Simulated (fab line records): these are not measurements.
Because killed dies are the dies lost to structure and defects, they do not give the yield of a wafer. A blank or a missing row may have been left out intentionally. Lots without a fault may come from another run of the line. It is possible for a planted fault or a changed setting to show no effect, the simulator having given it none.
Chamber matching + flow n5Finfet + N5_BEOL_M10_CMP_52 on cmp-02: 4 sister chambers
The step polishes, stops on SiCOH lowk, t overpolish 7 s, target thk 140 nm. 4 wafers are shown with their chamber, then 8 later ones without.

## WAFERS, EACH WITH ITS CHAMBER
| wafer  | chamber | motorCurrentA (A) |
|--------|---------|-------------------|
| L393.3 | 2       | 6.2               |
| L394.1 | 3       | 7.4               |
| L394.3 | 1       | 6.7               |
| L395.1 | 0       | 7.1               |

## WAFERS WHOSE CHAMBER IS MISSING
| wafer  | motorCurrentA (A) |
|--------|-------------------|
| L395.5 | 6.2               |
| L395.6 | 6.7               |
| L398.2 | 6.5               |
| L398.3 | 6.7               |
| L398.6 | 7.7               |
| L411.1 | 7.0               |
| L411.2 | 6.1               |
| L411.4 | 6.4               |

## THE CHAMBER EACH PASSED THROUGH
| wafer  | from the rows above          | in truth                   |
|--------|------------------------------|----------------------------|
| L395.5 | 2                            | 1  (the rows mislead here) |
| L395.6 | 1                            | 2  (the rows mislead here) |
| L398.2 | can't be placed: 1 or 2      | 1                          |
| L398.3 | 1                            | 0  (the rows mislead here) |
| L398.6 | can't be placed: 3 or 0      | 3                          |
| L411.1 | can't be placed: 0 or 1 or 3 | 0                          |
| L411.2 | 2                            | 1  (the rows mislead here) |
| L411.4 | can't be placed: 2 or 1      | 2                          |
Correctly placed: 0 of 8. Can't be placed from these rows: 4 (the true chamber is among the candidates in 4). 4 placed wrongly.
How it was worked out, from the rows above alone: a wafer's distance from a chamber is the root of the sum, over the readings, of the square of ((its reading less the chamber's mean) divided by the reading's scatter). If the next closest chamber is less than 2 further off than the closest, the wafer can't be placed; otherwise it belongs to the closest. For every chamber, the mean is computed from those of its wafers that are shown. The scatter: root of mean squared gap, hidden wafer to nearest shown wafer, with one shown wafer a chamber.
